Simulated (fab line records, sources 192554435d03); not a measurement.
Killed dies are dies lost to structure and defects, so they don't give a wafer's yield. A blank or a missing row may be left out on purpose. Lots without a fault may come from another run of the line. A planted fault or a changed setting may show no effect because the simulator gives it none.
fab line records | flow n5_finfet
record lots=11 wafers=33 last_day=17
route steps=1938 shown BEOL_M11@1593 BEOL_M12@1603
lots that met no fault: from a run of the same line without faults
start_h: hours from the record's first day to the start of the lot's first wafer shown | wait_h: hours since the lot's step before | " the same as in the row above | L1.1+2: a row that stands for several wafers | - no value, or no start given | * or withheld: withheld | < > ~ a bound
route shown NAME@n: a module of which the file shows steps, and the number in the route of the first | usual: mean/standard deviation of fault-free wafers | same: alike in all rows | chamber/n: place in a boat | sites: the reading at each site | _std_site: their standard deviation | _edge_site: outer sites' mean less inner sites' | radius_mm: how far each site lies from the wafer's centre | mask NAME#n: copy n | behind: the tool/chamber that last shaped the wafer | hold: why the lot was held/for how many hours/how that ended | device: the transistor (n, p or np) that didn't switch | end of line: the same wafers' tests at the end of the route | a step without rows: its recipe alone | killed: dies lost to structure and defects at the first sort, not the wafer's yield | map: a wafer's dies, x killed, . not, _ none there
set.NAME: the setting as run; set.NAME@STEP: as run at that earlier step | model.NAME: the simulator's own value behind a step, which no gauge read
steps of the route over a sample of lots; a table a step, a row a wafer
services: from which hour (start_h, from the record's first day; less than 0 if before it) a tool's chamber was out of use, for how many hours, and why
## steps
# step N5_BEOL_M11_SPUTTER_48
# recipe material=Cu target_thk_a=120 temp_c=-20 bias_v=60 power_w=26000 chamber_pressure_pa=0.13 time_s=2
# usual chuck_gas_flow_sccm=1.27/0.053 throttle_valve_pct=29.6/1.1
# columns lot.wafer tool chamber start_h wait_h chuck_gas_flow_sccm throttle_valve_pct
L168.1 pvd_sputter-01 - 208.37 0.1 1.30 28.5
L168.3 " - " " 1.33 30.1
L168.5 " - " " 1.28 30.9
L169.3 pvd_sputter-02 - 251.67 0.5 1.37 29.9
L169.5 " - " " 1.34 30.1
L169.6 " - " " 1.26 28.4
L170.1 pvd_sputter-03 - 260.22 0.3 1.29 27.6
L170.4 " - " " 1.33 29.8
L170.5 " - " " 1.23 31.4
L173.2 pvd_sputter-03 - 267.98 1.8 1.22 29.2
L173.3 " - " " 1.26 31.3
L173.5 " - " " 1.30 31.2
L179.2 pvd_sputter-03 - 299.74 0.1 1.30 31.0
L179.4 " - " " 1.30 28.2
L179.5 " - " " 1.22 29.8
L182.3 pvd_sputter-03 - 321.26 1.5 1.25 28.0
L182.4 " - " " 1.25 27.9
L182.5 " - " " 1.22 29.2
L183.1 pvd_sputter-03 - 322.56 0.1 1.30 29.1
L183.3 " - " " 1.28 31.2
L183.4 " - " " 1.18 31.2
L186.1 pvd_sputter-03 - 350.25 0.1 1.24 31.3
L186.4 " - " " 1.33 29.3
L186.5 " - " " 1.32 29.2
L187.1 pvd_sputter-03 - 350.51 0.2 1.30 28.1
L187.2 " - " " 1.25 31.0
L187.5 " - " " 1.28 29.7
L188.2 pvd_sputter-03 - 352.53 1.6 1.12 29.9
L188.3 " - " " 1.22 29.2
L188.5 " - " " 1.29 31.4
L189.2 pvd_sputter-03 - 362.50 0.1 1.27 31.3
L189.4 " - " " 1.34 29.8
L189.6 " - " " 1.28 31.0
# step N5_BEOL_M11_INSPECT_58
# recipe inspect_instrument=darkfield mode=post_dep
# usual raw_defect_count=67/19
# columns lot.wafer tool chamber start_h wait_h raw_defect_count
L168.1 defect_inspect-01 - 209.49 0.0 92
L168.3 " - " " 66
L168.5 " - " " 112
L169.3 defect_inspect-01 - 252.64 0.0 62
L169.5 " - " " 91
L169.6 " - " " 65
L170.1 defect_inspect-01 - 261.30 0.0 58
L170.4 " - " " 79
L170.5 " - " " 40
L173.2 defect_inspect-01 - 269.05 0.0 78
L173.3 " - " " 53
L173.5 " - " " 50
L179.2 defect_inspect-02 - 301.05 0.0 57
L179.4 " - " " 39
L179.5 " - " " 81
L182.3 defect_inspect-01 - 322.40 0.0 74
L182.4 " - " " 84
L182.5 " - " " 64
L183.1 defect_inspect-01 - 324.14 0.0 94
L183.3 " - " " 91
L183.4 " - " " 100
L186.1 defect_inspect-02 - 351.31 0.0 53
L186.4 " - " " 56
L186.5 " - " " 57
L187.1 defect_inspect-01 - 351.50 0.0 79
L187.2 " - " " 101
L187.5 " - " " 48
L188.2 defect_inspect-02 - 353.50 0.0 85
L188.3 " - " " 139
L188.5 " - " " 90
L189.2 defect_inspect-01 - 364.62 0.0 36
L189.4 " - " " 61
L189.6 " - " " 44
# step N5_BEOL_M12_THK_MEAS_01
# recipe reads=SiOC_of_BEOL_M12_ILD_DEP_00
# usual M12_ILD_THK=663/8.3
# columns lot.wafer tool chamber start_h wait_h M12_ILD_THK[nm]
L168.1 film_metro-02 - 209.71 0.1 662
L168.3 " - " " 665
L168.5 " - " " 668
L169.3 film_metro-01 - 252.81 0.1 650
L169.5 " - " " 651
L169.6 " - " " 658
L170.1 film_metro-01 - 261.47 0.1 648
L170.4 " - " " 662
L170.5 " - " " 661
L173.2 film_metro-02 - 269.22 0.1 654
L173.3 " - " " 656
L173.5 " - " " 676
L179.2 film_metro-02 - 301.22 0.1 653
L179.4 " - " " 660
L179.5 " - " " 662
L182.3 film_metro-01 - 322.57 0.1 661
L182.4 " - " " 675
L182.5 " - " " 671
L183.1 film_metro-02 - 324.31 0.1 668
L183.3 " - " " 665
L183.4 " - " " 674
L186.1 film_metro-02 - 351.49 0.1 655
L186.4 " - " " 664
L186.5 " - " " 668
L187.1 film_metro-01 - 351.67 0.1 661
L187.2 " - " " 665
L187.5 " - " " 669
L188.2 film_metro-02 - 353.67 0.1 667
L188.3 " - " " 675
L188.5 " - " " 678
L189.2 film_metro-01 - 364.78 0.1 660
L189.4 " - " " 673
L189.6 " - " " 671
# step N5_BEOL_M12_COAT_04
# recipe spin_rpm=1625 resist_thk_nm=400
# usual exhaust_pa=45.1/0.78 spin_speed_rpm=1625.1/1.4
# columns lot.wafer tool chamber start_h wait_h exhaust_pa spin_speed_rpm
L168.1 litho_track-03 0 209.75 - 44.0 1623.3
L168.3 " 0 " " 44.1 1625.7
L168.5 " 0 " " 45.1 1621.0
L169.3 litho_track-04 0 252.85 - 44.7 1623.9
L169.5 " 0 " " 44.5 1625.3
L169.6 " 0 " " 45.0 1623.9
L170.1 litho_track-03 0 261.51 - 43.2 1626.0
L170.4 " 0 " " 43.7 1625.6
L170.5 " 0 " " 44.1 1623.1
L173.2 litho_track-03 0 269.26 - 45.9 1624.7
L173.3 " 0 " " 45.9 1623.9
L173.5 " 0 " " 45.0 1624.2
L179.2 litho_track-03 0 301.26 - 45.5 1627.7
L179.4 " 0 " " 44.6 1626.5
L179.5 " 0 " " 45.5 1626.6
L182.3 litho_track-03 0 322.61 - 44.3 1834.8
L182.4 " 0 " " 44.4 1838.4
L182.5 " 0 " " 45.0 1834.2
L183.1 litho_track-03 0 324.34 - 44.5 1841.7
L183.3 " 0 " " 45.3 1839.2
L183.4 " 0 " " 44.9 1841.4
L186.1 litho_track-04 0 351.52 - 43.8 1624.4
L186.4 " 0 " " 45.5 1626.1
L186.5 " 0 " " 45.1 1624.9
L187.1 litho_track-04 0 351.71 - 46.3 1625.4
L187.2 " 0 " " 45.6 1625.6
L187.5 " 0 " " 45.0 1626.0
L188.2 litho_track-02 0 353.70 - 44.0 1624.8
L188.3 " 0 " " 45.7 1626.8
L188.5 " 0 " " 44.8 1626.1
L189.2 litho_track-04 0 364.82 - 45.2 1626.9
L189.4 " 0 " " 45.8 1624.2
L189.6 " 0 " " 45.8 1624.8
# step N5_BEOL_M12_STRIP_63
# recipe chemistry=N2/H2 power_w=1000 temp_c=250 h2_frac=0.65 overash_fraction=0.3 pressure_mtorr=1000 n2_flow_sccm=1750 h2_flow_sccm=3250
# usual chamber_pressure_mTorr=999.9/0.81 drypump_motor_current_A=5.84/0.044 heater_power_w=349/38 n2_flow_sccm=1749/5.3 oes_product_au=0.693/0.0049 strip_time_to_endpoint_s=42.5/0.73
# columns lot.wafer tool chamber start_h wait_h chamber_pressure_mTorr drypump_motor_current_A heater_power_w n2_flow_sccm oes_product_au rf_hours_counter_h strip_time_to_endpoint_s
L168.1 plasma_asher-02 0 210.46 - 1000.3 5.89 407 1751 0.706 62 43.1
L168.3 " 1 " " 1000.1 5.78 330 1746 0.693 - 42.6
L168.5 " 1 " " 1001.3 5.80 337 1745 0.690 - 42.4
L169.3 plasma_asher-01 0 253.51 - 998.5 5.85 363 1748 0.698 - 43.5
L169.5 " 1 " " 999.1 5.87 313 1749 0.685 - 42.7
L169.6 " 0 " " 999.3 5.82 368 1753 0.692 - 43.2
L170.1 plasma_asher-01 1 262.52 - 1000.5 5.87 305 1754 0.698 124 43.3
L170.4 " 0 " " 1000.4 5.85 366 1742 0.696 - 42.5
L170.5 " 1 " " 1001.1 5.87 312 1747 0.694 - 42.4
L173.2 plasma_asher-01 1 270.00 - 1000.8 5.83 307 1744 0.696 126 42.8
L173.3 " 1 " " 999.6 5.84 310 1741 0.688 - 43.0
L173.5 " 0 " " 999.4 5.85 367 1738 0.697 - 40.7
L179.2 plasma_asher-02 1 302.42 - 998.7 5.80 329 1755 0.696 78 43.4
L179.4 " 1 " " 999.6 5.79 334 1757 0.702 - 43.6
L179.5 " 1 " " 998.1 5.79 333 1757 0.693 - 43.1
L182.3 plasma_asher-01 1 323.27 - 1000.7 5.82 298 1752 0.685 - 36.5
L182.4 " 0 " " 999.8 5.83 353 1751 0.669 - 34.8
L182.5 " 0 " " 1000.3 5.84 362 1749 0.684 - 35.6
L183.1 plasma_asher-01 1 324.99 - 999.9 5.83 306 1751 0.689 137 35.3
L183.3 " 1 " " 1000.4 5.84 310 1745 0.685 - 36.7
L183.4 " 0 " " 999.0 5.84 362 1747 0.679 - 34.9
L186.1 plasma_asher-02 1 352.30 - 1000.6 5.73 338 1748 0.701 88 42.6
L186.4 " 1 " " 998.5 5.78 330 1746 0.690 - 42.3
L186.5 " 0 " " 999.5 5.90 404 1753 0.698 - 41.8
L187.1 plasma_asher-02 1 352.66 - 998.3 5.78 330 1746 0.687 88 42.7
L187.2 " 0 " " 1000.9 5.91 422 1748 0.696 88 41.9
L187.5 " 0 " " 1001.0 5.94 403 1754 0.688 - 41.7
L188.2 plasma_asher-02 0 355.07 - 999.7 5.92 414 1744 0.691 89 42.6
L188.3 " 1 " " 999.8 5.80 328 1750 0.701 - 42.8
L188.5 " 1 " " 999.6 5.74 333 1762 0.697 - 41.7
L189.2 plasma_asher-02 1 365.67 - 999.5 5.79 331 1757 0.692 92 42.3
L189.4 " 1 " " 1000.0 5.77 337 1749 0.701 - 41.7
L189.6 " 0 " " 997.4 5.92 408 1750 0.689 - 41.3
## services
# columns tool chamber start_h hours kind
plasma_asher-02 - 261.19 2.8 pm
litho_track-04 - 277.02 - consumable_replace:filter
plasma_asher-01 - 282.59 1.4 repair
plasma_asher-02 - 307.61 2.4 repair
pvd_sputter-03 - 340.21 4.5 repair
plasma_asher-01 - 349.76 10.1 repair
## key
first_sign step=N5_BEOL_M12_COAT_04 reading=spin_speed_rpm direction=up sigmas=99+ usual=* struck=*
effect step=N5_BEOL_M12_STRIP_63 reading=strip_time_to_endpoint_s direction=down sigmas=9.3 usual=* struck=*
met_at N5_BEOL_M12_COAT_04
struck_lots L182,L183
not_acting_at N5_BEOL_M11_SPUTTER_48,N5_BEOL_M11_INSPECT_58,N5_BEOL_M12_THK_MEAS_01
onset_between 301.26 322.61
fault kind=process_parameter_drift tool=litho_track-03 chamber=- onset_h=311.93 steps=N5_BEOL_M12_COAT_04 channel=spin_rpm offset=* shape=step end_h=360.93 acts_in=* stated=*
